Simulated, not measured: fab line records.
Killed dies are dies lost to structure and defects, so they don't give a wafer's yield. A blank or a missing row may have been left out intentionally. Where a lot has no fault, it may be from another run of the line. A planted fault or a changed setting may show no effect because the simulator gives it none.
Struck lot and sound lot, side by side + flow nand_harc + 15 out of 1159 route steps
Sound: wafers L615.2, L615.4, L615.5. Wafers struck: L613.4, L613.5, L613.6. At the end, the cause is stated.
Each step with rows lists, per side, the tool, then ch with its chambers, then its first start. Under that, the readings that differ: sound wafers + struck wafers + difference of the means + sigmas: that difference in standard deviations of wafers without a fault.
alike: same words and numbers on both sides, and readings whose means sit less than 2 such deviations apart. not compared: any withheld reading, any reading some wafer has no value for, any bound like >300 that may hide the same value, and any number with overlapping values for which the record gives no deviation.
Wherever a step has rows on one side only, a row that says differs or no value, or a row with sigmas, the two part there. Numbers that have no deviation but don't overlap get no sigmas and don't part them. A reading that every wafer of one side lacks parts them only if that side has two wafers or more.

NHARC_A_CONTACT_ETCH_130: etches the open film in C4F8/O2/Ar, time 155 s, target depth 956 nm.
  sound on har_cap_etch-03 ch 0,1, day 20 06:32; struck on har_cap_etch-01 ch 0,1, day 19 04:50
  not compared: rf_hours_counter_h
then, 1 step without rows for these wafers: NHARC_A_CONTACT_ETCH_131 (etches the open film in C4F8/O2/Ar, time 155 s, target depth 956 nm).
NHARC_A_CONTACT_ETCH_132: etches the open film in C4F8/O2/Ar, time 156 s, target depth 958 nm.
  sound on har_cap_etch-03 ch 0,1, day 20 06:50; struck on har_cap_etch-01 ch 0,1, day 19 05:08
  not compared: rf_hours_counter_h
NHARC_A_CONTACT_ETCH_133: etches the open film in C4F8/O2/Ar, time 195 s, target depth 840 nm.
  sound on har_cap_etch-03 ch 0,1, day 20 06:59; struck on har_cap_etch-01 ch 0,1, day 19 05:20
  not compared: rf_hours_counter_h
then, 1 step without rows for these wafers: NHARC_A_CONTACT_ETCH_91 (etches the open film in CH3F/O2, target depth 40 nm, time 85.7 s).
NHARC_A_CONTACT_ETCH_97: etches the open film in C4F6/O2, target depth 20 nm, time 10 s.
  sound on rie_diel-12 ch 1,2,3; struck on rie_diel-12 ch 0,3
  alike: drypump_motor_current_A, oes_product_au, rf_vpp_V, showerhead_plenum_p_Torr, throttle_valve_pct
  not compared: rf_hours_counter_h
NHARC_A_CONTACT_CD_MEAS_80:
  sound on cd_sem-01 at day 20 07:44; struck on cd_sem-01 at day 19 05:59
  alike: cd_nm
then, 3 steps without rows for these wafers: NHARC_A_CONTACT_STRIP_103 (strips in N2/H2); NHARC_A_CONTACT_STRIP_104 (strips in CF4/CHF3); NHARC_A_CONTACT_STRIP_105 (strips in O2/COS).
NHARC_A_CONTACT_ETCH_106: etches the open film in CF4/O2, target depth 60 nm, overetch 6 nm, time 33 s.
  sound on rie_diel-10 ch 0,1,2, day 20 08:02; struck on rie_diel-12 ch 0,1,3, day 19 06:41
  alike: drypump_motor_current_A, oes_product_au, rf_vpp_V, showerhead_plenum_p_Torr, throttle_valve_pct
  not compared: rf_hours_counter_h
then, 1 step without rows for these wafers: NHARC_A_CONTACT_STRIP_82 (strips in O2).
NHARC_A_CONTACT_STRIP_83: strips in post etch residue remover, time 600 s.
  sound on wet_bench-03 ch 3,4,5, day 20 08:25; struck on wet_bench-03 ch 2,4,5, day 19 07:04
  no value came back on the struck wafers for bath_heat_duty_pct (%), run_length_s (s); on the sound wafers bath_heat_duty_pct (%) reads 11.1 11.2 13.3
then, 1 step without rows for these wafers: NHARC_A_CONTACT_DEP_84 (deposits aC, target thk 2000 nm).
-- record jumps: 3 days between struck wafers' starts before vs after; left off in module A_CONTACT, resumes in module END, first step shown is number 1159 of the route --
NHARC_END_SORT_01:
  sound on prober-01 ch 0, day 23 02:42; struck on prober-02 ch 0, day 21 23:43
  alike: killed_at_array, killed_at_other, killed_at_periphery, killed_dies, killed_open, killed_short

== WHERE THEY PART ==
Only at NHARC_A_CONTACT_STRIP_83, as far as this record shows. Later steps at which nothing parts them and some readings are alike: NHARC_END_SORT_01.

WHY: what the simulator had put in
Entire step skipped (wet_bench-03, NHARC_A_CONTACT_STRIP_83), from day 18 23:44 onward. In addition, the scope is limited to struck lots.
